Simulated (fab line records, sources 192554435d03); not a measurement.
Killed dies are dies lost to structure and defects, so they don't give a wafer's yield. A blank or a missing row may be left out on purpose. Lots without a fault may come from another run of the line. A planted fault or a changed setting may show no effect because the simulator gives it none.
Split-lot experiment | flow n5_finfet | 7 lots, 21 wafers read, on a route of 1938 steps

THE SPLIT
At N5_GATE_CUT_COAT_27 (time 60 s, resist thk 10 nm), the setting spin_rpm was moved away from the recipe's 1500 rpm on 6 of the 21 wafers read, by -7.6% to +7.3%. The other wafers ran this setting at the recipe's value.

The reading is taken at the split's own step.

THE READING
underlayer_of_GATE_CUT_COAT_27.thk_nm (the simulator's own value, which no gauge read), in nm, at N5_GATE_CUT_COAT_27 (time 60 s, resist thk 10 nm). The file gives no usual value for it.

wafer  | tool, chamber at the split | spin_rpm as run, rpm | against the recipe | underlayer_of_GATE_CUT_COAT_27.thk_nm, nm | against lot-mates on the recipe
L080.1 | litho_track-02, 0          | 1500                 | recipe             | 10                                        | -
L080.3 | litho_track-02, 0          | 1587                 | +5.8%              | 9.8                                       | -0.2
L080.5 | litho_track-02, 0          | 1587                 | +5.8%              | 9.8                                       | -0.2
L083.4 | litho_track-04, 0          | 1500                 | recipe             | 10                                        | -
L083.5 | litho_track-04, 0          | 1500                 | recipe             | 10                                        | -
L083.6 | litho_track-04, 0          | 1500                 | recipe             | 10                                        | -
L086.4 | litho_track-02, 0          | 1500                 | recipe             | 10                                        | -
L086.5 | litho_track-02, 0          | 1500                 | recipe             | 10                                        | -
L086.6 | litho_track-02, 0          | 1500                 | recipe             | 10                                        | -
L090.2 | litho_track-04, 0          | 1500                 | recipe             | 10                                        | -
L090.4 | litho_track-04, 0          | 1500                 | recipe             | 10                                        | -
L090.3 | litho_track-04, 0          | 1582                 | +5.5%              | 9.8                                       | -0.2
L093.1 | litho_track-04, 0          | 1610                 | +7.3%              | 9.6                                       | -0.4
L093.2 | litho_track-04, 0          | 1500                 | recipe             | 10                                        | -
L093.5 | litho_track-04, 0          | 1500                 | recipe             | 10                                        | -
L096.1 | litho_track-01, 0          | 1500                 | recipe             | 10                                        | -
L096.3 | litho_track-01, 0          | 1500                 | recipe             | 10                                        | -
L096.2 | litho_track-01, 0          | 1386                 | -7.6%              | 10.4                                      | +0.4
L097.3 | litho_track-02, 0          | 1500                 | recipe             | 10                                        | -
L097.5 | litho_track-02, 0          | 1500                 | recipe             | 10                                        | -
L097.4 | litho_track-02, 0          | 1551                 | +3.4%              | 9.8                                       | -0.2

THE FIT
A straight line over all 21 wafers: underlayer_of_GATE_CUT_COAT_27.thk_nm changes by -0.0463 nm for each +1% of spin_rpm; r = -0.98; the points scatter about the line by 0.032 nm.
The same after taking each lot's own level away (the mean of its wafers on the recipe; 21 wafers): -0.0463 nm for each +1%; r = -0.98; scatter 0.032 nm.
On that fit, the largest move of spin_rpm shifts the reading by 0.35 nm.
The lots' own levels span 10.00 to 10.00 nm.
So the lot-to-lot level changes the slope little: the two slopes agree.
Check: with one of the wafers moved furthest among these (-7.6%) left out of the fit, the line predicts +0.329 nm for it against its lot-mates. It came out at +0.4 nm against them.

OTHER SPLITS ON THESE WAFERS
These wafers also went through other splits before the reading. Each is held against what the fit with the lots' levels taken away leaves over:
other split on the same wafers             | wafers away from the commonest value | r with underlayer_of_GATE_CUT_COAT_27.thk_nm (lot level and that fit taken away)
N5_WELL_APT_PEB_23 peb_temp_c              | 6                                    | +0.25
N5_WELL_APT_DESCUM_30 time_s               | 7                                    | +0.51
N5_FIN_SAQP_ALD_61 temp_c                  | 11                                   | +0.11
N5_FIN_SAQP_PECVD_06 time_s                | 8                                    | -0.11
N5_FIN_SAQP_MANDREL_ETCH_22 over_etch_frac | 11                                   | +0.29
N5_FIN_CUT_CUT_ETCH_26 time_s              | 10                                   | +0.15
N5_SD_EPI_N_ETCH_45 target_depth_a         | 5                                    | +0.48
N5_SD_EPI_N_ETCH_16 target_depth_a         | 5                                    | +0.22
N5_SD_EPI_P_ETCH_16 target_depth_a         | 7                                    | -0.17
N5_SD_EPI_P_EPI_21 temp_c                  | 2                                    | +0.38
N5_SDB_ETCH_25 time_s                      | 9                                    | +0.02

THE FILE'S OWN FIT
underlayer_of_GATE_CUT_COAT_27.thk_nm changes by -0.0477 nm for each +1% of spin_rpm, r = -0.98.
